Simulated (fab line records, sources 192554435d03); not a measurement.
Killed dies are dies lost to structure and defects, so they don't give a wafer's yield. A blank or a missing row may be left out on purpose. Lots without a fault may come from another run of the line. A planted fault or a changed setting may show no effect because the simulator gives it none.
Split-lot experiment | flow n5_finfet | 7 lots, 39 wafers read, on a route of 1938 steps

THE SPLIT
At N5_BEOL_M11_ILD_DEP_00 (deposits SiCOH lowk from DEMS/porogen, target thk 308.51 nm, time 58 s), the setting target_thk_a was moved away from the recipe's 3085.1 angstrom on 12 of the 39 wafers read, by -40.1% to +53.7%. The other wafers ran this setting at the recipe's value.

FROM THE SPLIT TO THE READING: what the file shows between them, 1 step
- N5_BEOL_M11_CURE_71: cures SiCOH lowk, time 240 s

THE READING
M11_ILD_THK, in nm, at N5_BEOL_M11_THK_MEAS_01. Fault-free wafers of this fab line usually give 268 nm, standard deviation 3.5 nm.

wafer  | tool, chamber at the split | target_thk_a as run, angstrom | against the recipe | M11_ILD_THK, nm | against lot-mates on the recipe
L077.1 | pecvd-04, 1                | 3085.1                        | recipe             | 267             | -
L077.2 | pecvd-04, 2                | 3085.1                        | recipe             | 266             | -
L077.3 | pecvd-04, 0                | 3085.1                        | recipe             | 265             | -
L077.4 | pecvd-04, 1                | 3085.1                        | recipe             | 273             | -
L077.5 | pecvd-04, 2                | 3085.1                        | recipe             | 271             | -
L077.6 | pecvd-04, 0                | 3085.1                        | recipe             | 269             | -
L078.1 | pecvd-04, 2                | 1849                          | -40.1%             | 159             | -106
L078.2 | pecvd-04, 1                | 3085.1                        | recipe             | 263             | -
L078.3 | pecvd-04, 0                | 3085.1                        | recipe             | 262             | -
L078.4 | pecvd-04, 0                | 3085.1                        | recipe             | 270             | -
L078.5 | pecvd-04, 2                | 1849                          | -40.1%             | 165             | -100
L078.6 | pecvd-04, 1                | 1849                          | -40.1%             | 157             | -108
L079.1 | pecvd-04, 0                | 3690                          | +19.6%             | 316             | +49
L079.2 | pecvd-04, 1                | 3085.1                        | recipe             | 264             | -
L079.3 | pecvd-04, 2                | 3690                          | +19.6%             | 322             | +55
L079.4 | pecvd-04, 1                | 3690                          | +19.6%             | 322             | +55
L079.5 | pecvd-04, 2                | 3085.1                        | recipe             | 271             | -
L079.6 | pecvd-04, 0                | 3085.1                        | recipe             | 266             | -
L081.1 | pecvd-03, 2                | 3085.1                        | recipe             | 271             | -
L081.2 | pecvd-03, 1                | 3085.1                        | recipe             | 271             | -
L081.3 | pecvd-03, 0                | 2500                          | -19.0%             | 219             | -53
L081.4 | pecvd-03, 1                | 3085.1                        | recipe             | 275             | -
L081.5 | pecvd-03, 2                | 2500                          | -19.0%             | 220             | -52
L081.6 | pecvd-03, 0                | 2500                          | -19.0%             | 224             | -48
L085.1 | pecvd-04, 0                | 4742                          | +53.7%             | 413             | +142
L085.2 | pecvd-04, 2                | 3085.1                        | recipe             | 271             | -
L085.3 | pecvd-04, 1                | 4742                          | +53.7%             | 413             | +142
L085.4 | pecvd-04, 1                | 4742                          | +53.7%             | 423             | +152
L085.5 | pecvd-04, 0                | 3085.1                        | recipe             | 269             | -
L085.6 | pecvd-04, 2                | 3085.1                        | recipe             | 272             | -
L088.1 | pecvd-03, 0                | 3085.1                        | recipe             | 269             | -
L088.4 | pecvd-03, 2                | 3085.1                        | recipe             | 272             | -
L088.5 | pecvd-03, 0                | 3085.1                        | recipe             | 273             | -
L092.1 | pecvd-02, 1                | 3085.1                        | recipe             | 265             | -
L092.2 | pecvd-02, 0                | 3085.1                        | recipe             | 262             | -
L092.3 | pecvd-02, 2                | 3085.1                        | recipe             | 266             | -
L092.4 | pecvd-02, 1                | 3085.1                        | recipe             | 269             | -
L092.5 | pecvd-02, 0                | 3085.1                        | recipe             | 268             | -
L092.6 | pecvd-02, 2                | 3085.1                        | recipe             | 273             | -

THE FIT
A straight line over all 39 wafers: M11_ILD_THK changes by +2.71 nm for each +1% of target_thk_a; r = +1.00; the points scatter about the line by 3.8 nm.
The same after taking each lot's own level away (the mean of its wafers on the recipe; 39 wafers): +2.68 nm for each +1%; r = +1.00; scatter 3.2 nm.
On that fit, the largest move of target_thk_a shifts the reading by 1.4e+02 nm.
The lots' own levels span 265.0 to 272.3 nm, that is 2.1 times the standard deviation above.
So the lot-to-lot level changes the slope little: the two slopes agree.
Check: with one of the wafers moved furthest among these (+53.7%) left out of the fit, the line predicts +145 nm for it against its lot-mates. It came out at +142 nm against them.

OTHER SPLITS ON THESE WAFERS
These wafers also went through other splits before the reading. Each is held against what the fit with the lots' levels taken away leaves over:
other split on the same wafers           | wafers away from the commonest value | r with M11_ILD_THK (lot level and that fit taken away)
N5_GATE_CUT_ALD_22 ald_cycles            | 18                                   | +0.24
N5_BEOL_M0_SAQP_PECVD_00 time_s          | 18                                   | +0.25
N5_BEOL_M6_DEP_56 time_s                 | 18                                   | +0.18
N5_BEOL_M7_TRENCH_ETCH_37 target_depth_a | 6                                    | -0.19

THE WHOLE CHAIN: every reading that the file lists as answering this split, in the file's order
step                    | what it does                                                           | reading                                                                                   | change (the file's fit)              | r (the file's)
N5_BEOL_M11_ILD_DEP_00  | deposits SiCOH lowk from DEMS/porogen, target thk 308.51 nm, time 58 s | SiCOH_lowk_of_BEOL_M11_ILD_DEP_00.thk_nm (the simulator's own value, which no gauge read) | +3.03 nm for each +1% of the setting | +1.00
N5_BEOL_M11_CURE_71     | cures SiCOH lowk, time 240 s                                           | SiCOH_lowk_of_BEOL_M11_ILD_DEP_00.thk_nm (the simulator's own value, which no gauge read) | +2.68 nm for each +1% of the setting | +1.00
N5_BEOL_M11_THK_MEAS_01 |                                                                        | M11_ILD_THK                                                                               | +2.68 for each +1% of the setting    | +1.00

THE FILE'S OWN FIT
M11_ILD_THK changes by +2.68 nm for each +1% of target_thk_a, r = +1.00.
